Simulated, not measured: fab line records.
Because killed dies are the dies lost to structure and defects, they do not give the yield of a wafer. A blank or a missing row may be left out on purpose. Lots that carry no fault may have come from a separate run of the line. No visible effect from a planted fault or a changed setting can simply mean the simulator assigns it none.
Split-lot study    flow n5_finfet    7 lots, 39 wafers read, on a route of 1938 steps

== SPLIT DETAILS ==
At N5_DUMMY_GATE_ETCH_31 (etches SiO2 in C4F6/O2, target depth 82.5 nm, time 27.5 s), the setting target_depth_a was moved away from the recipe's 825 angstrom on 15 of the 39 wafers read, by -12.3% to +12.7%. For the rest of the wafers, this setting stayed at what the recipe calls for.

The reading is taken at the split's own step.

== THE READING ==
etch.depth_nm (the simulator's own value, which no gauge read), in nm, at N5_DUMMY_GATE_ETCH_31 (etches SiO2 in C4F6/O2, target depth 82.5 nm, time 27.5 s). There is no usual value for it anywhere in the file. Average 81.86 nm, standard deviation 1.2 nm, over the 24 wafers here run with the recipe.

wafer   tool, chamber at the split  target_depth_a as run, angstrom  against the recipe  etch.depth_nm, nm  against lot-mates on the recipe
L076.1  rie_diel-05, 3              825                              recipe              81.75              -
L076.2  rie_diel-05, 1              723.9                            -12.3%              71.41              -10.79
L076.3  rie_diel-05, 2              825                              recipe              83.67              -
L076.4  rie_diel-05, 0              825                              recipe              81.19              -
L076.5  rie_diel-05, 1              723.9                            -12.3%              71.23              -10.97
L076.6  rie_diel-05, 2              723.9                            -12.3%              73.65              -8.55
L078.1  rie_diel-06, 2              929.9                            +12.7%              91.19              +10.07
L078.2  rie_diel-06, 0              825                              recipe              80.91              -
L078.3  rie_diel-06, 1              825                              recipe              81.26              -
L078.4  rie_diel-06, 1              929.9                            +12.7%              91.04              +9.92
L078.5  rie_diel-06, 0              825                              recipe              81.19              -
L078.6  rie_diel-06, 2              929.9                            +12.7%              91.78              +10.66
L081.1  rie_diel-05, 0              825                              recipe              80.87              -
L081.2  rie_diel-05, 3              825                              recipe              81.88              -
L081.3  rie_diel-05, 2              825                              recipe              83.24              -
L081.4  rie_diel-05, 1              825                              recipe              80.01              -
L081.5  rie_diel-05, 0              825                              recipe              80.72              -
L081.6  rie_diel-05, 1              825                              recipe              81.07              -
L084.1  rie_diel-06, 3              825                              recipe              84.38              -
L084.3  rie_diel-06, 2              825                              recipe              81.44              -
L084.5  rie_diel-06, 0              825                              recipe              82.01              -
L090.1  rie_diel-06, 1              868.8                            +5.3%               85.67              +3.57
L090.2  rie_diel-06, 2              825                              recipe              81.69              -
L090.3  rie_diel-06, 3              868.8                            +5.3%               88.79              +6.69
L090.4  rie_diel-06, 0              825                              recipe              81.86              -
L090.5  rie_diel-06, 1              868.8                            +5.3%               86.19              +4.09
L090.6  rie_diel-06, 0              825                              recipe              82.74              -
L094.1  rie_diel-02, 0              825                              recipe              84.48              -
L094.2  rie_diel-02, 2              876                              +6.2%               84.37              +2.14
L094.3  rie_diel-02, 3              825                              recipe              81.58              -
L094.4  rie_diel-02, 1              825                              recipe              80.62              -
L094.5  rie_diel-02, 2              876                              +6.2%               84.39              +2.16
L094.6  rie_diel-02, 3              876                              +6.2%               86.51              +4.28
L097.1  rie_diel-05, 0              793.8                            -3.8%               78.21              -3.84
L097.2  rie_diel-05, 2              825                              recipe              84.31              -
L097.3  rie_diel-05, 1              825                              recipe              81.04              -
L097.4  rie_diel-05, 0              793.8                            -3.8%               78.79              -3.26
L097.5  rie_diel-05, 2              793.8                            -3.8%               80.38              -1.67
L097.6  rie_diel-05, 1              825                              recipe              80.79              -

FIT RESULTS
A straight line over all 39 wafers: etch.depth_nm changes by +0.758 nm for each +1% of target_depth_a; r = +0.96; the points scatter about the line by 1.3 nm.
The same after taking each lot's own level away (the mean of its wafers on the recipe; 39 wafers): +0.787 nm for each +1%; r = +0.96; scatter 1.3 nm.
That fit puts the effect of the largest move of target_depth_a on the reading at 10 nm.
From 81.120 to 82.610 nm: that is the span of the lots' own levels, equal to 1.2 times the standard deviation above.
The two slopes are in agreement: the lot-to-lot level therefore moves the slope only a little.
Check: +9.85 nm against its lot-mates is what the line predicts for one of the wafers moved furthest among these (+12.7%) when that wafer is left out of the fit. Against them it came out at +10.1 nm.

== THESE WAFERS: OTHER SPLITS ==
Other splits were also applied to these wafers ahead of the reading. Each is held against what the fit with the lots' levels taken away leaves over:
other split on the same wafers           wafers away from the commonest value  r with etch.depth_nm (lot level and that fit taken away)
N5_FIN_SAQP_SPACER2_ALD_28 target_thk_a  9                                     -0.25
N5_DUMMY_GATE_EXPOSE_12 dose_mj          18                                    -0.32

== FILE'S OWN FIT ==
etch.depth_nm changes by +0.784 nm for each +1% of target_depth_a, r = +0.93.
